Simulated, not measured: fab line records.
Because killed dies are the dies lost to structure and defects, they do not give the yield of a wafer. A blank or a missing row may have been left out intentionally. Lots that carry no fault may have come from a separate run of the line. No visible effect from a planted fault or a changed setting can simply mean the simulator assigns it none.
fab line records	flow nand_harc
record: lots: 6	wafers: 18	last_day: 32
route steps=1302 shown A_BLC@1118 END@1302
lots untouched by any fault: they come from a run of this same line in which no faults occurred
start_h: hours from the record's opening day to when the first of the lot's shown wafers began	wait_h: hours since the lot's step before	" the same as in the row above	L1.1+2: several wafers, shown together as one row	- value missing, or start not given	* or withheld: withheld	< > ~ a bound
route shown NAME@n: a module of which the file shows steps, and the number in the route of the first	usual: mean and standard deviation over wafers with no fault	same: alike in all rows	chamber/n: place in a boat	sites: each site's reading	_std_site: standard deviation across them	_edge_site: the outer-site mean with the inner-site mean subtracted	radius_mm: how far each site lies from the wafer's centre	mask NAME#n: copy n	behind: tool/chamber where the wafer was last shaped	hold: why the lot went on hold/how many hours it stayed there/how the hold came to an end	device: the n, p or np transistor that did not switch	end of line: tests of these same wafers at the route's end	a step with no rows: only its recipe	killed: dies that structure and defects cost at the first sort, which is not the same as the wafer's yield	map: a wafer's dies, x killed, . not, _ none there
set.NAME: the run value of the setting; set.NAME@STEP: its run value at that earlier step	model.NAME: the simulator's own value behind a step, which no gauge read
certain route steps with their lots: each step a table, each wafer a row
services: when a tool's chamber went out of use (start_h, in hours from the record's first day, below 0 if earlier), for how many hours, and the reason
== steps ==
step: NHARC_A_BLC_OVL_MEAS_11
usual: overlay_x_nm: 0.0/0.79	overlay_y_nm: -0.2/1.1
lot.wafer	tool	chamber	start_h	wait_h	overlay_x_nm	overlay_y_nm
L605.1	overlay-02	-	525.79	-	0.3	-0.8
L605.2	"	-	"	"	0.3	-0.7
L605.3	"	-	"	"	-0.5	-0.1
L612.2	overlay-02	-	593.88	-	1.2	0.4
L612.4	"	-	"	"	1.0	-0.2
L612.6	"	-	"	"	0.9	0.5
L616.1	overlay-01	-	615.27	-	-1.1	0.2
L616.3	"	-	"	"	-1.0	0.2
L616.4	"	-	"	"	-0.4	-0.4
L615.1	overlay-02	-	617.81	-	0.3	2.2
L615.3	"	-	"	"	0.2	2.3
L615.5	"	-	"	"	-0.4	2.0
L618.1	overlay-02	-	644.14	-	0.3	-0.5
L618.2	"	-	"	"	0.1	0.0
L618.4	"	-	"	"	0.1	-0.8
L624.1	overlay-02	-	710.21	-	1.8	-0.3
L624.2	"	-	"	"	1.2	0.4
L624.3	"	-	"	"	1.3	0.4
step: NHARC_A_BLC_INSPECT_12
usual: raw_defect_count: 85/41
lot.wafer	tool	chamber	start_h	wait_h	raw_defect_count
L605.1	defect_inspect-01	-	525.83	0.0	68
L605.2	"	-	"	"	47
L605.3	"	-	"	"	71
L612.2	defect_inspect-01	-	593.91	0.0	114
L612.4	"	-	"	"	106
L612.6	"	-	"	"	113
L616.1	defect_inspect-01	-	615.31	0.0	121
L616.3	"	-	"	"	120
L616.4	"	-	"	"	133
L615.1	defect_inspect-02	-	617.85	0.0	28
L615.3	"	-	"	"	20
L615.5	"	-	"	"	42
L618.1	defect_inspect-02	-	644.17	0.0	38
L618.2	"	-	"	"	29
L618.4	"	-	"	"	38
L624.1	defect_inspect-02	-	710.25	0.0	93
L624.2	"	-	"	"	92
L624.3	"	-	"	"	112
step: NHARC_A_BLC_DESCUM_15
recipe: time_s: 3	o2_flow_sccm: 200	ar_flow_sccm: 0	bias_power_w: 0	chemistry: O2
usual: drypump_motor_current_A: 5.8/0.45	oes_product_au: 1.000/0.0076	rf_vpp_V: 57.6/0.91	showerhead_plenum_p_Torr: 1.87/0.059	throttle_valve_pct: 11.311/0.0083
lot.wafer	tool	chamber	start_h	wait_h	drypump_motor_current_A	oes_product_au	rf_hours_counter_h	rf_vpp_V	showerhead_plenum_p_Torr	throttle_valve_pct
L605.3	rie_diel-06	0	525.89	0.1	6.3	1.000	1	58.1	1.84	11.303
L605.2	"	1	"	"	6.0	1.005	2	57.1	1.77	11.321
L605.1	"	2	"	"	6.0	0.995	2	56.6	1.92	11.308
L612.4	rie_diel-13	0	593.99	0.1	5.8	1.002	4	58.0	1.83	11.308
L612.2	"	1	"	"	5.0	0.993	5	57.9	1.87	11.316
L612.6	"	3	"	"	5.0	1.008	-	57.9	1.89	11.300
L616.1	rie_diel-13	0	615.37	0.1	5.7	1.003	4	57.6	1.83	11.318
L616.3	"	2	"	"	6.2	0.996	5	59.0	1.80	11.306
L616.4	"	3	"	"	5.0	1.000	4	57.4	1.89	11.319
L615.3	rie_diel-03	3	617.91	0.1	6.1	1.000	47	58.4	1.97	11.315
L615.1	"	1	"	"	6.3	1.000	56	57.2	1.85	11.315
L615.5	"	0	"	"	6.0	1.021	-	57.0	1.87	11.308
L618.1	rie_diel-13	3	644.24	0.1	5.1	0.996	6	56.3	1.89	11.307
L618.4	"	0	"	"	5.7	1.011	6	56.5	1.83	11.330
L618.2	"	1	"	"	5.0	0.993	8	56.5	1.87	11.323
L624.1	rie_diel-06	3	710.31	0.1	5.3	1.002	3	58.0	1.91	11.311
L624.2	"	0	"	"	6.3	0.989	2	57.6	1.84	11.308
L624.3	"	2	"	"	6.0	0.998	3	57.4	1.92	11.309
step: NHARC_A_BLC_ETCH_16
recipe: target_depth_a: 390	over_etch_frac: 0.3	time_s: 65	ion_energy_ev: 80	cf4_flow_sccm: 150	ar_flow_sccm: 0	rf_w: 300	bias_w: 100	chemistry: CF4
step: NHARC_A_BLC_ETCH_17
recipe: target_depth_a: 3900	over_etch_frac: 0.25	time_s: 609.38	ion_energy_ev: 200	n2_flow_sccm: 150	h2_flow_sccm: 150	ar_flow_sccm: 0	rf_w: 400	bias_w: 150	chemistry: N2/H2
step: NHARC_A_BLC_ETCH_18
recipe: target_depth_a: 9100	c4f8_flow_sccm: 20	o2_flow_sccm: 10	ar_flow_sccm: withheld	rf_w: 600	bias_w: 1500	chemistry: C4F8/O2/Ar
usual: oes_product_au: 0.951/0.02	rf_vpp_V: 975/4.2
lot.wafer	tool	chamber	start_h	wait_h	oes_product_au	rf_hours_counter_h	rf_vpp_V
L605.3	rie_diel-06	1	-	-	0.969	2	968
L605.1	"	2	"	"	0.962	2	980
L605.2	"	0	"	"	0.953	2	972
L612.4	rie_diel-13	2	-	-	0.952	5	972
L612.2	"	3	"	"	0.959	4	977
L612.6	"	1	"	"	0.967	-	975
L616.1	rie_diel-13	0	-	-	0.932	5	974
L616.4	"	1	"	"	0.923	6	975
L616.3	"	2	"	"	0.938	5	970
L615.3	rie_diel-03	3	-	-	0.935	47	981
L615.1	"	0	"	"	0.949	55	974
L615.5	"	1	"	"	0.923	-	973
L618.4	rie_diel-13	3	-	-	0.972	7	976
L618.1	"	1	"	"	0.985	8	975
L618.2	"	2	"	"	0.968	8	971
L624.1	rie_diel-06	3	-	-	0.958	3	976
L624.3	"	0	"	"	0.951	3	973
L624.2	"	1	"	"	0.981	3	968
step: NHARC_A_BLC_CD_MEAS_19
usual: cd_nm: 99.7/1.8
lot.wafer	tool	chamber	start_h	wait_h	cd_nm
L605.1	cd_sem-02	-	526.85	-	97.6
L605.2	"	-	"	"	102.3
L605.3	"	-	"	"	100.2
L612.2	cd_sem-01	-	594.95	-	101.2
L612.4	"	-	"	"	101.1
L612.6	"	-	"	"	103.2
L616.1	cd_sem-01	-	616.33	-	98.1
L616.3	"	-	"	"	98.9
L616.4	"	-	"	"	100.9
L615.1	cd_sem-03	-	618.96	-	97.7
L615.3	"	-	"	"	100.4
L615.5	"	-	"	"	101.6
L618.1	cd_sem-01	-	645.20	-	100.6
L618.2	"	-	"	"	101.0
L618.4	"	-	"	"	101.5
L624.1	cd_sem-02	-	711.27	-	99.3
L624.2	"	-	"	"	99.4
L624.3	"	-	"	"	102.2
step: NHARC_A_BLC_STRIP_29
recipe: cf4_flow_sccm: 150	ar_flow_sccm: 0	bias_w: 0	chemistry: CF4
usual: drypump_motor_current_A: 5.8/0.44	oes_product_au: 1.000/0.008	rf_vpp_V: 59.1/1	showerhead_plenum_p_Torr: 1.73/0.055	throttle_valve_pct: 13.284/0.0091
lot.wafer	tool	chamber	start_h	wait_h	drypump_motor_current_A	oes_product_au	rf_hours_counter_h	rf_vpp_V	showerhead_plenum_p_Torr	throttle_valve_pct
L605.2	rie_diel-06	0	526.93	0.1	6.3	0.990	2	58.7	1.71	13.286
L605.1	"	2	"	"	6.0	1.000	2	59.1	1.78	13.267
L605.3	"	3	"	"	5.3	1.001	2	58.1	1.77	13.299
L612.4	rie_diel-13	1	595.05	0.1	5.0	0.987	5	59.3	1.73	13.289
L612.2	"	2	"	"	6.2	1.002	5	58.1	1.67	13.274
L612.6	"	0	"	"	5.7	1.003	-	58.7	1.69	13.288
L616.4	rie_diel-13	3	616.41	0.1	5.1	0.999	4	59.5	1.75	13.285
L616.3	"	1	"	"	5.0	0.994	6	59.1	1.73	13.296
L616.1	"	2	"	"	6.2	1.009	5	59.4	1.67	13.283
L615.1	rie_diel-06	3	619.04	0.1	5.3	1.000	10	59.6	1.77	13.276
L615.3	"	2	"	"	6.0	1.006	10	59.8	1.78	13.275
L615.5	"	3	"	"	5.3	0.999	-	60.0	1.77	13.285
L618.4	rie_diel-06	1	645.27	0.1	5.9	1.011	13	59.4	1.64	13.311
L618.2	"	2	"	"	6.0	1.012	12	58.8	1.77	13.280
L618.1	"	0	"	"	6.2	1.014	13	58.9	1.70	13.293
L624.2	rie_diel-13	0	711.34	0.1	5.7	0.997	0	59.0	1.69	13.277
L624.1	"	2	"	"	6.1	0.995	0	58.2	1.67	13.282
L624.3	"	3	"	"	5.1	1.005	0	60.3	1.74	13.277
step: NHARC_A_BLC_STRIP_21
recipe: o2_flow_sccm: 500	ar_flow_sccm: 0	bias_w: 0	chemistry: O2
usual: drypump_motor_current_A: 5.8/0.44	oes_product_au: 1.000/0.0082	rf_vpp_V: 57.6/0.84	showerhead_plenum_p_Torr: 3.45/0.11	throttle_valve_pct: 17.036/0.0089
lot.wafer	tool	chamber	start_h	wait_h	drypump_motor_current_A	oes_product_au	rf_hours_counter_h	rf_vpp_V	showerhead_plenum_p_Torr	throttle_valve_pct
L605.3	rie_diel-06	1	527.03	0.1	6.0	1.002	2	57.3	3.27	17.031
L605.1	"	2	"	"	6.0	0.988	2	57.4	3.55	17.033
L605.2	"	3	"	"	5.3	0.985	2	57.0	3.53	17.023
L612.4	rie_diel-13	2	595.14	0.1	6.2	0.998	5	58.9	3.34	17.045
L612.2	"	3	"	"	5.1	1.003	4	59.1	3.48	17.033
L612.6	"	1	"	"	5.0	0.988	-	57.6	3.46	17.030
L616.4	rie_diel-13	3	616.51	0.1	5.1	0.997	4	58.9	3.48	17.025
L616.1	"	0	"	"	5.7	1.011	5	57.6	3.38	17.050
L616.3	"	1	"	"	5.1	0.990	6	57.8	3.46	17.042
L615.3	rie_diel-06	0	619.16	0.1	6.3	0.992	11	57.5	3.40	17.041
L615.1	"	1	"	"	6.0	1.003	12	57.6	3.27	17.047
L615.5	"	3	"	"	5.3	0.993	-	57.8	3.53	17.026
L618.1	rie_diel-06	1	645.38	0.1	6.0	1.012	13	55.6	3.27	17.046
L618.2	"	2	"	"	6.0	1.012	12	58.4	3.54	17.035
L618.4	"	0	"	"	6.3	1.000	13	57.1	3.40	17.043
L624.3	rie_diel-13	1	711.45	0.1	5.0	1.015	0	58.0	3.46	17.034
L624.2	"	2	"	"	6.2	0.986	0	57.5	3.34	17.028
L624.1	"	3	"	"	5.1	1.005	0	56.5	3.48	17.037
step: NHARC_A_BLC_STRIP_22
recipe: time_s: 600	temp_c: 30	chemistry: post_etch_residue_remover
step: NHARC_A_BLC_DEGAS_30
recipe: temp_c: 300	time_s: 60
step: NHARC_A_BLC_PRE_CLEAN_31
recipe: time_s: 15	bias_v: 250	gas: Ar
step: NHARC_A_BLC_PVD_32
recipe: target_thk_a: 50	chamber_pressure_pa: 5	power_w: 5000	substrate_temp_c: 200	time_s: 17.7	material: Ti
usual: cathode_dc_power_W: 5000.2/0.88	chamber_pressure_pa: 4.999/0.0093	throttle_valve_pct: 29.6/1.1
lot.wafer	tool	chamber	start_h	wait_h	cathode_dc_power_W	chamber_pressure_pa	throttle_valve_pct
L605.2	pvd_sputter-02	-	527.58	-	4999.4	4.990	28.7
L605.3	"	-	"	"	5000.4	5.003	28.6
L605.1	"	-	"	"	4999.8	4.989	29.4
L612.4	pvd_sputter-01	-	595.69	-	5000.1	4.997	30.5
L612.2	"	-	"	"	5000.8	5.004	29.7
L612.6	"	-	"	"	5000.9	5.006	30.3
L616.1	pvd_sputter-02	-	617.06	-	-	-	-
L616.3	"	-	"	"	-	-	-
L616.4	"	-	"	"	-	-	-
L615.1	pvd_sputter-02	-	619.70	-	-	-	-
L615.3	"	-	"	"	-	-	-
L615.5	"	-	"	"	-	-	-
L618.1	pvd_sputter-01	-	645.92	-	5000.3	4.990	30.6
L618.2	"	-	"	"	4998.5	4.999	30.0
L618.4	"	-	"	"	4999.5	4.996	31.8
L624.1	pvd_sputter-01	-	711.99	-	5000.5	5.002	31.7
L624.3	"	-	"	"	5000.3	4.997	30.6
L624.2	"	-	"	"	5001.7	5.005	30.2
step: NHARC_A_BLC_ALD_23
recipe: target_thk_a: 30	pulse_time_s: 1	ald_cycles: 150	temp_c: 450	material: TiN
usual: heater_power_w: 1044/110	precursor_pulse_height_rel: 1.000/0.021
lot.wafer	tool	chamber	start_h	wait_h	heater_power_w	precursor_pulse_height_rel
L605.2	ald_metal-02	2	527.72	-	1106	0.988
L605.3	"	3	"	"	1071	1.023
L605.1	"	0	"	"	1003	0.996
L612.4	ald_metal-04	3	595.85	-	1044	1.014
L612.2	"	0	"	"	924	0.988
L612.6	"	2	"	"	1261	0.978
L616.4	ald_metal-04	2	617.17	-	1224	0.991
L616.3	"	3	"	"	1035	0.980
L616.1	"	1	"	"	1108	1.004
L615.1	ald_metal-01	2	619.84	-	850	1.024
L615.3	"	3	"	"	981	0.975
L615.5	"	1	"	"	1072	1.014
L618.1	ald_metal-01	0	646.04	-	1067	1.047
L618.2	"	3	"	"	952	0.999
L618.4	"	2	"	"	863	0.953
L624.1	ald_metal-04	1	712.11	-	1124	1.022
L624.2	"	2	"	"	1278	1.014
L624.3	"	3	"	"	938	1.028
step: NHARC_END_SORT_01
recipe: temp_c: 25
usual: killed_at_array: 54/21	killed_at_other: 1.0/1.2	killed_at_periphery: 3.6/2.6	killed_dies: 58/20	killed_open: 3.3/1.9	killed_short: 2.6/1.5
same: gross_dies: 677
lot.wafer	tool	chamber	start_h	wait_h	killed_at_array	killed_at_other	killed_at_periphery	killed_dies	killed_open	killed_short
L605.1	prober-01	0	572.35	2.5	46	4	1	51	2	1
L605.2	prober-01	0	573.15	2.8	40	4	0	44	1	4
L605.3	prober-01	0	573.96	3.1	45	3	4	52	6	4
L612.2	prober-01	0	635.54	2.8	59	0	0	59	1	1
L612.4	prober-01	0	637.14	3.4	65	0	1	66	4	2
L612.6	prober-01	0	638.75	4.0	76	0	1	77	2	1
L615.1	prober-01	0	659.78	2.5	259	2	1	262	2	1
L615.3	prober-01	0	661.37	3.1	250	0	5	255	5	3
L615.5	prober-01	0	662.96	3.7	251	2	3	256	5	4
L616.1	prober-02	0	659.89	2.6	284	0	5	289	4	1
L616.3	prober-02	0	661.47	3.1	287	1	5	293	4	4
L616.4	prober-02	0	662.26	3.4	271	0	4	275	4	1
L618.1	prober-01	0	687.50	2.6	29	1	11	41	4	1
L618.2	prober-01	0	688.30	2.8	27	0	6	33	1	1
L618.4	prober-01	0	689.90	3.4	38	0	7	45	2	3
L624.1	prober-01	0	762.76	2.4	64	0	4	68	2	4
L624.2	prober-01	0	763.55	2.7	58	0	4	62	3	2
L624.3	prober-01	0	764.34	3.0	82	0	4	86	0	3
killed by level:class
L605.1 A_CHANNEL_HOLE_D2:chamber_film_flake=36 THIN_TSV:chamber_film_flake=4 A_CHANNEL_HOLE_D1:chamber_film_flake=2 A_STAIRCASE:chamber_film_flake=2 A_CONTACT:chamber_film_flake=2 A_CHANNEL_HOLE_D2:geometric_particle:open=1 A_WL_FILL:geometric_particle:short=1 A_WL_FILL:geometric_particle:open=1
L605.2 A_CHANNEL_HOLE_D2:chamber_film_flake=31 THIN_TSV:chamber_film_flake=4 A_STAIRCASE:chamber_film_flake=3 A_CHANNEL_FILL_D1:geometric_particle:short=1 A_ONON_D2:geometric_particle:short=1 A_CHANNEL_FILL_D2:geometric_particle:open=1 A_CHANNEL_FILL_D2:geometric_particle:short=1 A_CONTACT:geometric_particle:short=1
L605.3 A_CHANNEL_HOLE_D2:chamber_film_flake=33 A_ZERO_WELL:chamber_film_flake=4 THIN_TSV:chamber_film_flake=3 P_M1:geometric_particle:open=2 A_CHANNEL_FILL_D2:geometric_particle:short=2 P_CONTACT:geometric_particle:open=1 P_M0:geometric_particle:open=1 A_ONON_D1:geometric_particle:open=1
L612.2 A_CHANNEL_HOLE_D2:chamber_film_flake=24 A_CHANNEL_HOLE_D1:chamber_film_flake=20 A_DECK1_JOINT:chamber_film_flake=5 A_BONDPAD:chamber_film_flake=3 A_CONTACT:chamber_film_flake=2 A_CHANNEL_FILL_D2:geometric_particle:short=1 A_BLC:geometric_particle:open=1 A_CHANNEL_FILL_D1:chamber_film_flake=1
L612.4 A_CHANNEL_HOLE_D2:chamber_film_flake=27 A_CHANNEL_HOLE_D1:chamber_film_flake=20 A_BONDPAD:chamber_film_flake=3 A_ZERO_WELL:chamber_film_flake=2 A_SLIT:chamber_film_flake=2 A_CHANNEL_HOLE_D1:geometric_particle:short=1 A_DECK1_JOINT:geometric_particle:open=1 A_WL_FILL:geometric_particle:open=1
L612.6 A_CHANNEL_HOLE_D1:chamber_film_flake=35 A_CHANNEL_HOLE_D2:chamber_film_flake=31 A_BONDPAD:chamber_film_flake=3 A_STAIRCASE:chamber_film_flake=2 P_M0:geometric_particle:open=1 A_CHANNEL_FILL_D2:geometric_particle:open=1 A_M1:geometric_particle:short=1 A_CHANNEL_FILL_D1:chamber_film_flake=1
L615.1 A_BLC:area_pvd=229 A_CHANNEL_HOLE_D1:chamber_film_flake=9 A_CONTACT:chamber_film_flake=8 A_SLIT:chamber_film_flake=4 A_ONON_D2:geometric_particle:open=2 A_M1:chamber_film_flake=2 THIN_TSV:chamber_film_flake=2 A_CHANNEL_FILL_D2:geometric_particle:short=1
L616.1 A_BLC:area_pvd=216 A_CHANNEL_HOLE_D1:chamber_film_flake=24 A_SLIT:chamber_film_flake=17 A_STAIRCASE:chamber_film_flake=9 A_M1:chamber_film_flake=4 P_M2:chamber_film_flake=3 A_ZERO_WELL:chamber_film_flake=3 A_CONTACT:chamber_film_flake=3
L615.3 A_BLC:area_pvd=223 A_CONTACT:chamber_film_flake=8 A_CHANNEL_HOLE_D1:chamber_film_flake=6 P_GATE:chamber_film_flake=4 A_CHANNEL_FILL_D2:geometric_particle:open=3 A_M0:geometric_particle:open=2 A_CHANNEL_HOLE_D2:chamber_film_flake=2 A_CHANNEL_FILL_D2:geometric_particle:short=1
L616.3 A_BLC:area_pvd=207 A_SLIT:chamber_film_flake=31 A_CHANNEL_HOLE_D1:chamber_film_flake=27 A_STAIRCASE:chamber_film_flake=8 A_SGD_CUT:chamber_film_flake=3 A_WL_FILL:geometric_particle:open=2 A_CONTACT:chamber_film_flake=2 P_CONTACT:geometric_particle:short=1
L616.4 A_BLC:area_pvd=206 A_CHANNEL_HOLE_D1:chamber_film_flake=31 A_SLIT:chamber_film_flake=15 A_STAIRCASE:chamber_film_flake=6 P_CONTACT:geometric_particle:open=2 A_ZERO_WELL:chamber_film_flake=2 A_CHANNEL_FILL_D1:chamber_film_flake=2 A_CHANNEL_FILL_D2:chamber_film_flake=2
L615.5 A_BLC:area_pvd=206 A_CHANNEL_HOLE_D1:chamber_film_flake=16 A_CONTACT:chamber_film_flake=12 A_SLIT:chamber_film_flake=4 A_ONON_D1:geometric_particle:open=2 A_CHANNEL_FILL_D2:geometric_particle:open=2 A_STAIRCASE:chamber_film_flake=2 A_WL_FILL:chamber_film_flake=2
L618.1 A_CHANNEL_HOLE_D1:chamber_film_flake=8 P_GATE:chamber_film_flake=6 A_CONTACT:chamber_film_flake=6 A_CHANNEL_FILL_D2:chamber_film_flake=3 A_STAIRCASE:chamber_film_flake=3 A_SLIT:chamber_film_flake=3 A_M0:geometric_particle:open=2 P_M0:geometric_particle:open=1
L618.2 A_STAIRCASE:chamber_film_flake=9 A_CHANNEL_HOLE_D1:chamber_film_flake=6 A_SLIT:chamber_film_flake=5 P_GATE:chamber_film_flake=4 A_CONTACT:chamber_film_flake=3 P_M0:geometric_particle:open=1 A_ONON_D2:geometric_particle:short=1 P_ZERO_WELL:chamber_film_flake=1
L618.4 A_CHANNEL_HOLE_D1:chamber_film_flake=11 A_SLIT:chamber_film_flake=6 P_GATE:chamber_film_flake=5 A_CHANNEL_FILL_D2:chamber_film_flake=4 A_CONTACT:chamber_film_flake=4 A_ZERO_WELL:chamber_film_flake=3 A_CHANNEL_FILL_D1:chamber_film_flake=3 A_ONON_D1:geometric_particle:short=2
L624.1 A_CHANNEL_HOLE_D1:chamber_film_flake=25 A_CHANNEL_HOLE_D2:chamber_film_flake=25 A_M1:chamber_film_flake=5 A_SLIT:chamber_film_flake=2 P_ZERO_WELL:chamber_film_flake=2 P_GATE:geometric_particle:open=1 P_M0:geometric_particle:short=1 A_CHANNEL_HOLE_D2:geometric_particle:short=1
L624.2 A_CHANNEL_HOLE_D1:chamber_film_flake=29 A_CHANNEL_HOLE_D2:chamber_film_flake=14 A_SLIT:chamber_film_flake=3 P_ZERO_WELL:chamber_film_flake=2 P_GATE:chamber_film_flake=2 A_WL_FILL:chamber_film_flake=2 A_BLC:chamber_film_flake=2 A_ONON_D1:geometric_particle:open=1
L624.3 A_CHANNEL_HOLE_D1:chamber_film_flake=39 A_CHANNEL_HOLE_D2:chamber_film_flake=24 A_SLIT:chamber_film_flake=7 P_GATE:chamber_film_flake=3 A_M1:chamber_film_flake=2 A_WL_FILL:chamber_film_flake=2 A_CHANNEL_FILL_D1:geometric_particle:short=1 A_DECK1_JOINT:geometric_particle:short=1
map L615.1 (x killed, . not)
____________.____________
_________..x...._________
_______.....x.x..._______
______..........xx.______
_____.x............x_____
____xx.........x..xx.____
____...x..x.x......xx____
___..x.......xx...xx..___
___.x..x.......x.x.xxx___
__....x.......x..xxx.xx__
__..........x.x.x...xxx__
_.......x........x....xx_
_...............x..x.xx._
_x...........x.....x.xxx_
_......x.x....x...x.x.x._
_..x............x...xx.x_
.x.....x........xx..xxxxx
...x.............x...xxxx
.......x.......xx..x.x.xx
x...............x...xxxxx
x....x............x..xxxx
_......xx.........xx.xxx_
_...xxx.........xxxx.xxx_
_xx.....x...x....xxxxxxx_
_.x.x.....xx....xxx.xxxx_
_.........x....xxxxx.xxx_
__x.............xxxxxxx__
__xx...x....xx.xx..x..x__
___x.xxxxxxx.xx..xx.xx___
___x..x.xx..x.xxxxxxxx___
____x....xxxxxxx.xxxx____
____xxx.xx.x.xxxxxxxx____
_____xxxxxx.xxx.xxxx_____
______.xxxxx.xxxxxx______
_______xxxx.x.xxxx_______
_________xxxxxxx_________
____________x____________
map L616.3 (x killed, . not)
____________.____________
_________......._________
_______....x.x...._______
______.............______
_____x.xx.x..x......_____
____.xxx..x........x.____
____xx.x......x.xx...____
___xxx.x..x.x..x...x.x___
___xxxxxx..x..x.x.....___
__xxxxxxxx...x.x..x....__
__x.xxxxxxx.xxxx...x...__
_xxxxxxxxxx...xxxx.x...._
_.xxxxxxx.xxxx..xxxx..x._
_.xxxx.xxx.xxxx.x...xx.._
_xxxxxxxxxxxxx.x.xx.x..x_
_..xxxx..x.xxxxx.x....x._
.....xxxxxxxxxx.xxxx..x..
...x.xx..x.xxxxx.xxx.....
..x..xx..xxxxxxxx.xxx....
....x.xxx.x.xxx.xx.x.x...
..x..x...xxx.xxxx.x.x....
_.....xxxxxx.xxxx.xx...._
_.......xxxx.xx.xxxxxx.._
_......xxxxxx..x....xxx._
_.....xxxxxx.xxxxx.xxx.._
_....x.xx.xxxx...xxxx..._
__.....x..xxxx.xx..x...__
__.......xx...x..xx.x..__
___...x...xx.xx...x...___
___...x..x.....x......___
____.....xx.x...x...x____
____.......x..x....x.____
_____x...x.........._____
______....x.x......______
_______..........._______
_________......._________
____________.____________
== services ==
tool	chamber	start_h	hours	kind
rie_diel-13	-	519.00	9.0	pm
ald_metal-01	-	522.41	0.6	repair
ald_metal-01	-	526.00	10.0	pm
ald_metal-02	-	565.42	0.4	repair
pvd_sputter-01	-	566.03	1.9	repair
ald_metal-04	0	566.58	27.3	repair
ald_metal-02	0	574.99	4.0	repair
rie_diel-13	2	578.29	4.9	repair
pvd_sputter-01	-	582.06	10.0	pm
pvd_sputter-01	-	599.46	2.5	repair
rie_diel-03	2	599.68	6.0	repair
ald_metal-02	-	610.00	10.0	pm
rie_diel-13	0	629.70	9.9	repair
rie_diel-03	-	635.46	9.0	pm
pvd_sputter-02	-	638.00	10.0	pm
ald_metal-01	1	639.33	13.1	repair
ald_metal-04	0	646.89	3.2	repair
ald_metal-04	-	652.00	10.0	pm
rie_diel-06	-	661.25	9.0	pm
rie_diel-06	1	671.98	1.8	repair
rie_diel-03	2	695.95	1.3	repair
rie_diel-13	-	696.00	9.0	pm
ald_metal-01	-	704.00	10.0	pm
pvd_sputter-02	-	708.94	1.9	repair
== key ==
first_sign: step: NHARC_A_BLC_PVD_32	reading: tool_record	direction: missing
effect: step: NHARC_END_SORT_01	reading: killed_dies	direction: up	sigmas: 10	usual: 58	struck: 272
more_kills_born_at: NHARC_A_BLC_PVD_32@pvd_sputter-02: 1287
met_at NHARC_A_BLC_PVD_32
struck_wafers L615.1,L615.3,L615.5,L616.1,L616.3,L616.4
tester_left_out L615,L616
onset_between 527.58 617.06
fault: kind: skipped_step_whole	tool: pvd_sputter-02	chamber: -	onset_h: 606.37	steps: NHARC_A_BLC_PVD_32	scope: struck_lots_only
tester_left_out: of these lots the tester's yield and bins aren't shown, on N5 and GAA mostly nor the transistor test; their killed dies are dies lost to structure and defects alone, not to doping, threshold or leakage, so they don't give the yield
